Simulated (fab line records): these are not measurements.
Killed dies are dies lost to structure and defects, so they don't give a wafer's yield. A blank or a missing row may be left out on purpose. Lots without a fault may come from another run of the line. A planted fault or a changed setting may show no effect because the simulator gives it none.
fab line records -- flow nandHarc
record lots=6, wafers=18, lastDay=33
route steps=1302 shown A_M1@1175
lots with no fault: from the same line, run without faults
startH: start of the lot's first displayed wafer, in hours after the record's first day -- waitH: hours elapsed since this lot's preceding step -- " unchanged from the row above -- L1.1+2: a single row standing in for several wafers -- - value missing, or start not given -- * or withheld: withheld -- < > ~ a bound
route shown NAME@n: names a module that has steps shown in the file, with the first one's number in the route -- usual: the fault-free wafers' mean and standard deviation -- same: alike in all rows -- chamber/n: place in a boat -- sites: the reading at each site -- _std_site: the standard deviation of these -- _edge_site: mean of outer sites minus mean of inner sites -- radiusMm: how far each site lies from the wafer's centre -- mask NAME#n: copy n -- behind: the most recent tool/chamber to have shaped the wafer -- hold: the reason the lot was held/the length of the hold in hours/how it ended -- device: whichever transistor did not switch (one of n, p or np) -- end of line: at the end of the route, the tests of the same wafers -- step lacking rows: just its recipe -- killed: not the wafer's yield, but the dies lost to structure and defects at the first sort -- map: a wafer's dies, x killed, . not, _ none there
set.NAME: the setting the step ran with; set.NAME@STEP: the setting that earlier step ran with -- model.NAME: the simulator's own value behind a step, which no gauge read
lots at some steps of the route; a table a step, a row a wafer
services: when a tool's chamber went out of use (startH, in hours from the record's first day, below 0 if earlier), for how many hours, and the reason
## steps
# step NHARC_A_M1_EBR_05
# step NHARC_A_M1_EXPOSE_06
# recipe na=1.35, targetCdNm=120, doseMj=75.13, maskId=A_M1
# step NHARC_A_M1_PEB_07
# recipe pebTempC=100, pebTimeS=65
# step NHARC_A_M1_DEVELOP_08
# recipe developTimeS=35, devTempC=23
# step NHARC_A_M1_CD_MEAS_09
# recipe targetCdNm=120, landingEnergyEv=500
# usual cdNm=120.2/0.54
lot.wafer,tool,chamber,startH,waitH,cdNm
L848.2,cdSem-02,0,543.82,-,119.8
L848.3,cdSem-02,0,543.82,-,120.6
L848.4,cdSem-02,0,543.82,-,120.3
L850.2,cdSem-02,0,552.47,-,120.0
L850.3,cdSem-02,0,552.47,-,120.6
L850.5,cdSem-02,0,552.47,-,119.8
L861.1,cdSem-01,0,673.66,-,120.0
L861.3,cdSem-01,0,673.66,-,119.5
L861.6,cdSem-01,0,673.66,-,120.9
L864.2,cdSem-01,0,679.82,-,120.2
L864.4,cdSem-01,0,679.82,-,120.4
L864.5,cdSem-01,0,679.82,-,121.1
L866.4,cdSem-02,0,708.57,-,120.8
L866.5,cdSem-02,0,708.57,-,120.5
L866.6,cdSem-02,0,708.57,-,120.7
L869.1,cdSem-02,0,745.78,-,120.5
L869.2,cdSem-02,0,745.78,-,120.7
L869.6,cdSem-02,0,745.78,-,120.2
# step NHARC_A_M1_OVL_MEAS_10
# recipe pitchNm=240
# usual overlayXNm=0.0/0.89, overlayYNm=0.0/0.7
lot.wafer,tool,chamber,startH,waitH,overlayXNm,overlayYNm
L848.2,overlay-02,-,543.90,-,1.7,-2.1
L848.3,overlay-02,-,543.90,-,1.4,-1.5
L848.4,overlay-02,-,543.90,-,0.7,-1.9
L850.2,overlay-02,-,552.56,-,0.1,0.8
L850.3,overlay-02,-,552.56,-,-0.4,0.4
L850.5,overlay-02,-,552.56,-,-0.8,0.7
L861.1,overlay-01,-,673.75,-,0.3,0.0
L861.3,overlay-01,-,673.75,-,0.1,0.1
L861.6,overlay-01,-,673.75,-,-0.1,-0.6
L864.2,overlay-01,-,679.90,-,-0.2,-0.4
L864.4,overlay-01,-,679.90,-,-1.1,-0.2
L864.5,overlay-01,-,679.90,-,-0.2,-0.5
L866.4,overlay-02,-,708.65,-,0.7,0.8
L866.5,overlay-02,-,708.65,-,1.0,0.9
L866.6,overlay-02,-,708.65,-,0.7,0.9
L869.1,overlay-02,-,745.87,-,0.6,0.1
L869.2,overlay-02,-,745.87,-,0.2,0.3
L869.6,overlay-02,-,745.87,-,0.4,0.4
# step NHARC_A_M1_INSPECT_11
# usual rawDefectCount=85/39
lot.wafer,tool,chamber,startH,waitH,rawDefectCount
L848.2,defectInspect-01,-,543.94,0.0,147
L848.3,defectInspect-01,-,543.94,0.0,142
L848.4,defectInspect-01,-,543.94,0.0,131
L850.2,defectInspect-02,-,552.59,0.0,76
L850.3,defectInspect-02,-,552.59,0.0,75
L850.5,defectInspect-02,-,552.59,0.0,75
L861.1,defectInspect-01,-,673.79,0.0,52
L861.3,defectInspect-01,-,673.79,0.0,55
L861.6,defectInspect-01,-,673.79,0.0,77
L864.2,defectInspect-02,-,679.94,0.0,69
L864.4,defectInspect-02,-,679.94,0.0,81
L864.5,defectInspect-02,-,679.94,0.0,76
L866.4,defectInspect-01,-,708.68,0.0,94
L866.5,defectInspect-01,-,708.68,0.0,112
L866.6,defectInspect-01,-,708.68,0.0,116
L869.1,defectInspect-01,-,745.91,0.0,57
L869.2,defectInspect-01,-,745.91,0.0,50
L869.6,defectInspect-01,-,745.91,0.0,45
# step NHARC_A_M1_DESCUM_14
# recipe timeS=3, o2FlowSccm=200, arFlowSccm=0, biasPowerW=0, chemistry=O2
# usual drypumpMotorCurrentA=5.7/0.5, oesProductAu=1.000/0.0091, rfVppV=57.9/0.92, showerheadPlenumPTorr=1.92/0.073, throttleValvePct=11.312/0.0079
lot.wafer,tool,chamber,startH,waitH,drypumpMotorCurrentA,oesProductAu,rfHoursCounterH,rfVppV,showerheadPlenumPTorr,throttleValvePct
L848.2,rieDiel-12,0,544.01,0.1,6.3,0.999,2.1,56.3,1.81,11.316
L848.4,rieDiel-12,1,544.01,0.1,5.1,1.006,2.4,58.5,1.97,11.324
L848.3,rieDiel-12,2,544.01,0.1,6.5,1.007,2.4,57.0,1.92,11.317
L850.2,rieDiel-04,1,552.65,0.1,5.7,0.998,0.8,58.1,2.02,11.298
L850.3,rieDiel-04,2,552.65,0.1,5.5,0.987,1.0,58.3,1.90,11.323
L850.5,rieDiel-04,2,552.65,0.1,5.4,0.982,-,57.7,1.90,11.308
L861.1,rieDiel-12,0,673.86,0.1,6.3,1.005,1.5,57.8,1.80,11.323
L861.3,rieDiel-12,1,673.86,0.1,5.1,1.012,1.2,58.0,1.97,11.308
L861.6,rieDiel-12,0,673.86,0.1,6.3,1.004,-,56.2,1.81,11.317
L864.2,rieDiel-04,1,680.00,0.1,5.8,1.001,6.5,58.1,2.02,11.310
L864.4,rieDiel-04,2,680.00,0.1,5.5,0.988,8.8,57.7,1.90,11.312
L864.5,rieDiel-04,1,680.00,0.1,5.8,0.993,-,58.9,2.02,11.318
L866.4,rieDiel-09,3,708.75,0.1,5.1,0.994,1.4,59.1,1.89,11.307
L866.5,rieDiel-09,2,708.75,0.1,5.7,0.994,-,58.1,1.85,11.297
L866.6,rieDiel-09,3,708.75,0.1,5.0,0.991,-,58.6,1.89,11.319
L869.2,rieDiel-04,3,745.97,0.1,5.8,0.987,0.9,55.3,2.01,11.302
L869.1,rieDiel-04,0,745.97,0.1,6.5,0.997,1.0,58.0,2.00,11.314
L869.6,rieDiel-04,0,745.97,0.1,6.5,0.978,-,58.5,2.00,11.325
# step NHARC_A_M1_ETCH_35
# recipe targetDepthA=400, overetchA=120, timeS=43.94, ionEnergyEv=200, n2FlowSccm=150, h2FlowSccm=150, arFlowSccm=0, rfW=400, biasW=150, chemistry=N2/H2
# usual drypumpMotorCurrentA=5.7/0.5, h2FlowSccm=149.9/0.44, oesProductAu=1.001/0.0094, rfVppV=430.9/2.2, runLengthS=65.2/0.35, showerheadPlenumPTorr=2.05/0.076, throttleValvePct=14.172/0.0089
lot.wafer,tool,chamber,startH,waitH,drypumpMotorCurrentA,h2FlowSccm,oesProductAu,rfHoursCounterH,rfVppV,runLengthS,showerheadPlenumPTorr,throttleValvePct
L848.2,rieDiel-12,0,544.09,0.1,6.3,149.4,0.993,2.1,427.1,65.6,1.92,14.165
L848.4,rieDiel-12,1,544.09,0.1,5.1,149.3,1.018,2.4,432.7,65.7,2.11,14.175
L848.3,rieDiel-12,2,544.09,0.1,6.4,149.9,1.009,2.4,431.5,64.7,2.05,14.179
L850.2,rieDiel-04,1,552.74,0.1,5.7,149.7,0.993,0.8,433.4,65.1,2.16,14.178
L850.3,rieDiel-04,2,552.74,0.1,5.5,149.6,0.994,1.0,430.6,65.4,2.03,14.179
L850.5,rieDiel-04,0,552.74,0.1,6.5,150.2,0.978,-,432.4,64.8,2.13,14.174
L861.3,rieDiel-12,3,673.94,0.1,5.2,150.9,0.994,1.3,429.5,65.2,2.00,14.162
L861.1,rieDiel-12,1,673.94,0.1,5.1,149.9,1.012,1.2,433.2,65.2,2.10,14.175
L861.6,rieDiel-12,0,673.94,0.1,6.3,149.7,1.012,-,426.5,65.7,1.92,14.183
L864.4,rieDiel-04,2,680.09,0.1,5.5,149.9,0.986,8.8,430.2,65.6,2.03,14.167
L864.2,rieDiel-04,3,680.09,0.1,5.7,149.9,1.013,8.8,433.0,65.1,2.15,14.171
L864.5,rieDiel-04,1,680.09,0.1,5.7,151.1,0.994,-,433.5,64.8,2.15,14.178
L866.4,rieDiel-09,3,708.83,0.1,5.1,149.6,0.994,1.4,428.5,65.3,2.02,14.181
L866.6,rieDiel-09,3,708.83,0.1,5.1,149.2,0.991,-,430.2,65.7,2.02,14.171
L866.5,rieDiel-09,0,708.83,0.1,5.5,149.9,0.988,-,432.6,65.7,2.10,14.173
L869.1,rieDiel-04,3,746.06,0.1,5.8,149.8,0.997,1.0,434.5,65.5,2.15,14.178
L869.2,rieDiel-04,1,746.06,0.1,5.7,150.3,0.997,1.2,432.5,64.9,2.15,14.163
L869.6,rieDiel-04,3,746.06,0.1,5.7,150.4,0.989,-,433.4,65.0,2.15,14.177
# step NHARC_A_M1_ETCH_15
# recipe targetDepthA=1825, timeS=91.2, c4f8FlowSccm=withheld, arFlowSccm=400, rfW=600, biasW=300, chemistry=C4F8/Ar
# usual oesProductAu=0.955/0.022, rfVppV=441.2/2.2, runLengthS=112.5/0.38
lot.wafer,tool,chamber,startH,waitH,oesProductAu,rfHoursCounterH,rfVppV,runLengthS
L848.3,rieDiel-12,0,-,-,0.963,2.2,437.1,112.6
L848.4,rieDiel-12,2,-,-,0.980,2.5,442.2,112.1
L848.2,rieDiel-12,3,-,-,0.965,2.3,438.8,112.5
L850.3,rieDiel-04,1,-,-,0.946,0.8,443.5,112.0
L850.2,rieDiel-04,2,-,-,0.960,1.0,439.7,113.1
L850.5,rieDiel-04,2,-,-,0.962,-,440.2,112.6
L861.1,rieDiel-12,2,-,-,0.978,1.0,441.1,112.2
L861.3,rieDiel-12,0,-,-,0.973,1.5,436.6,112.9
L861.6,rieDiel-12,3,-,-,0.957,-,440.2,112.1
L864.4,rieDiel-04,3,-,-,0.981,8.9,442.9,112.2
L864.2,rieDiel-04,2,-,-,0.957,8.8,440.5,112.8
L864.5,rieDiel-04,0,-,-,0.970,-,444.2,112.0
L866.4,rieDiel-09,2,-,-,0.910,1.2,438.0,112.2
L866.5,rieDiel-09,3,-,-,0.911,-,438.6,112.7
L866.6,rieDiel-09,0,-,-,0.934,-,441.6,112.9
L869.1,rieDiel-04,2,-,-,0.929,1.2,440.7,113.2
L869.2,rieDiel-04,3,-,-,0.906,1.0,444.4,112.9
L869.6,rieDiel-04,2,-,-,0.925,-,441.2,112.7
# step NHARC_A_M1_CD_MEAS_16
# usual cdNm=120.3/0.8
lot.wafer,tool,chamber,startH,waitH,cdNm
L848.2,cdSem-01,-,544.31,-,120.1
L848.3,cdSem-01,-,544.31,-,120.3
L848.4,cdSem-01,-,544.31,-,120.0
L850.2,cdSem-02,-,552.96,-,120.2
L850.3,cdSem-02,-,552.96,-,121.3
L850.5,cdSem-02,-,552.96,-,120.2
L861.1,cdSem-03,-,674.15,-,120.4
L861.3,cdSem-03,-,674.15,-,119.3
L861.6,cdSem-03,-,674.15,-,121.8
L864.2,cdSem-01,-,680.35,-,119.5
L864.4,cdSem-01,-,680.35,-,119.6
L864.5,cdSem-01,-,680.35,-,121.3
L866.4,cdSem-03,-,709.06,-,120.4
L866.5,cdSem-03,-,709.06,-,120.2
L866.6,cdSem-03,-,709.06,-,120.2
L869.1,cdSem-03,-,746.27,-,121.1
L869.2,cdSem-03,-,746.27,-,120.8
L869.6,cdSem-03,-,746.27,-,120.0
# step NHARC_A_M1_STRIP_18
# recipe powerW=1000, n2FlowSccm=150, h2FlowSccm=150, arFlowSccm=0, biasW=0, chemistry=N2/H2
# usual drypumpMotorCurrentA=5.7/0.44, h2FlowSccm=150.0/0.42, oesProductAu=0.998/0.0083, rfVppV=90.6/1, showerheadPlenumPTorr=2.05/0.078, throttleValvePct=14.172/0.0087
lot.wafer,tool,chamber,startH,waitH,drypumpMotorCurrentA,h2FlowSccm,oesProductAu,rfHoursCounterH,rfVppV,showerheadPlenumPTorr,throttleValvePct
L848.2,rieDiel-04,3,544.38,0.1,5.7,150.0,1.004,0.7,91.3,2.15,14.171
L848.4,rieDiel-04,0,544.38,0.1,6.5,150.0,0.985,0.5,90.7,2.14,14.168
L848.3,rieDiel-04,1,544.38,0.1,5.7,149.5,1.000,0.4,92.6,2.16,14.170
L850.3,rieDiel-09,1,553.03,0.1,5.8,150.7,0.997,2.5,90.0,1.94,14.174
L850.2,rieDiel-09,2,553.03,0.1,5.7,149.8,0.990,3.7,90.3,1.97,14.185
L850.5,rieDiel-09,1,553.03,0.1,5.8,150.0,1.007,-,90.1,1.94,14.167
L861.1,rieDiel-04,3,674.26,0.1,5.8,150.7,0.999,7.9,90.3,2.15,14.182
L861.3,rieDiel-04,0,674.26,0.1,6.5,150.1,0.988,6.4,90.4,2.13,14.158
L861.6,rieDiel-04,3,674.26,0.1,5.8,149.6,1.004,-,92.9,2.15,14.147
L864.2,rieDiel-04,2,680.42,0.1,5.5,149.3,0.982,8.9,89.2,2.03,14.182
L864.4,rieDiel-04,3,680.42,0.1,5.8,150.7,1.007,9.0,91.5,2.15,14.184
L864.5,rieDiel-04,2,680.42,0.1,5.5,149.2,0.993,-,89.7,2.03,14.149
L866.4,rieDiel-12,3,709.15,0.1,5.2,150.1,0.996,2.3,89.9,1.99,14.175
L866.5,rieDiel-12,2,709.15,0.1,6.4,149.2,1.004,-,91.4,2.05,14.182
L866.6,rieDiel-12,3,709.15,0.1,5.2,150.4,1.006,-,90.7,1.99,14.178
L869.1,rieDiel-09,1,746.37,0.1,5.8,150.5,1.011,5.0,90.3,1.93,14.180
L869.2,rieDiel-09,3,746.37,0.1,5.1,150.3,0.993,2.6,91.1,2.02,14.171
L869.6,rieDiel-09,1,746.37,0.1,5.8,149.8,1.009,-,89.9,1.93,14.178
# step NHARC_A_M1_ETCH_28
# recipe targetDepthA=300, overEtchFrac=0.3, timeS=72.99, ionEnergyEv=150, cf4FlowSccm=50, n2FlowSccm=100, arFlowSccm=150, rfW=300, biasW=100, chemistry=CF4/N2
# usual drypumpMotorCurrentA=5.7/0.45, oesProductAu=0.999/0.01, rfVppV=314.5/1.7, runLengthS=94.3/0.4, showerheadPlenumPTorr=2.64/0.093, throttleValvePct=19.794/0.0091
lot.wafer,tool,chamber,startH,waitH,drypumpMotorCurrentA,oesProductAu,rfHoursCounterH,rfVppV,runLengthS,showerheadPlenumPTorr,throttleValvePct
L848.2,rieDiel-04,0,544.62,-,6.5,0.992,0.5,317.3,93.8,2.74,19.777
L848.4,rieDiel-04,1,544.62,-,5.7,0.991,0.4,316.2,93.6,2.76,19.797
L848.3,rieDiel-04,2,544.62,-,5.5,0.989,0.6,314.6,95.1,2.61,19.792
L850.2,rieDiel-09,3,553.27,-,5.1,0.998,3.8,313.4,94.4,2.60,19.815
L850.3,rieDiel-09,1,553.27,-,5.8,1.000,2.6,311.7,94.9,2.50,19.783
L850.5,rieDiel-09,3,553.27,-,5.1,0.993,-,315.3,94.1,2.61,19.795
L861.3,rieDiel-04,2,674.48,-,5.5,0.980,7.6,313.5,94.5,2.61,19.795
L861.1,rieDiel-04,3,674.48,-,5.8,0.997,8.0,315.8,72.1,2.76,19.790
L861.6,rieDiel-04,0,674.48,-,6.5,0.992,-,314.4,94.1,2.74,19.792
L864.2,rieDiel-04,2,680.67,-,5.5,0.985,8.9,312.7,73.2,2.61,19.809
L864.4,rieDiel-04,0,680.67,-,6.5,0.989,7.6,315.5,72.3,2.74,19.794
L864.5,rieDiel-04,1,680.67,-,5.8,0.991,-,317.3,94.0,2.76,19.796
L866.4,rieDiel-12,1,709.38,-,5.1,1.001,2.2,315.7,94.4,2.70,19.781
L866.5,rieDiel-12,2,709.38,-,6.4,1.004,-,314.2,93.7,2.63,19.795
L866.6,rieDiel-12,3,709.38,-,5.2,0.996,-,313.3,93.7,2.57,19.799
L869.1,rieDiel-09,2,746.60,-,5.7,0.999,4.1,313.0,94.2,2.54,19.789
L869.2,rieDiel-09,0,746.60,-,5.5,1.012,5.3,315.5,94.3,2.69,19.786
L869.6,rieDiel-09,2,746.60,-,5.7,1.005,-,313.0,93.8,2.54,19.803
# step NHARC_A_M1_STRIP_19
# recipe timeS=600, tempC=30, chemistry=postEtchResidueRemover
## services
tool,chamber,startH,hours,kind
rieDiel-04,-,531.90,9.0,pm
rieDiel-04,0,531.90,9.0,ventCycle
rieDiel-04,1,531.90,9.0,ventCycle
rieDiel-04,2,531.90,9.0,ventCycle
rieDiel-04,3,531.90,9.0,ventCycle
rieDiel-04,0,540.90,-,clean
rieDiel-04,1,540.90,-,clean
rieDiel-04,2,540.90,-,clean
rieDiel-04,3,540.90,-,clean
rieDiel-12,2,545.47,1.6,repair
rieDiel-04,-,555.64,0.2,repair
rieDiel-04,0,565.40,-,clean
rieDiel-04,1,565.40,-,clean
rieDiel-04,2,565.40,-,clean
rieDiel-04,-,578.71,1.6,repair
rieDiel-04,1,619.84,7.8,repair
rieDiel-12,-,622.42,9.0,pm
rieDiel-09,1,623.95,20.0,repair
rieDiel-04,0,651.70,3.0,repair
rieDiel-04,1,651.77,5.4,repair
rieDiel-04,0,665.16,3.0,repair
rieDiel-09,-,674.97,9.0,pm
rieDiel-04,-,708.90,9.0,pm
rieDiel-09,3,731.70,13.8,repair
## key
firstSign step=NHARC_A_M1_ETCH_28, reading=runLengthS, direction=down, sigmas=54, usual=*, struck=*
effect none on later readings
metAt NHARC_A_M1_ETCH_28
struckWafers L861.1,L864.2,L864.4
sortLeftOut L861.1,L864.2,L864.4
onsetBetween 544.62 674.48
fault kind=processParameterDrift, tool=rieDiel-04, chamber=-, onsetH=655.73, steps=NHARC_A_M1_ETCH_28, channel=timeS, offset=*, shape=step, endH=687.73, scope=struckWafersOnly, actsIn=*, stated=*
# sortLeftOut: the simulated sort isn't trusted on such a fault, so these wafers' sort isn't shown, and their yield isn't known
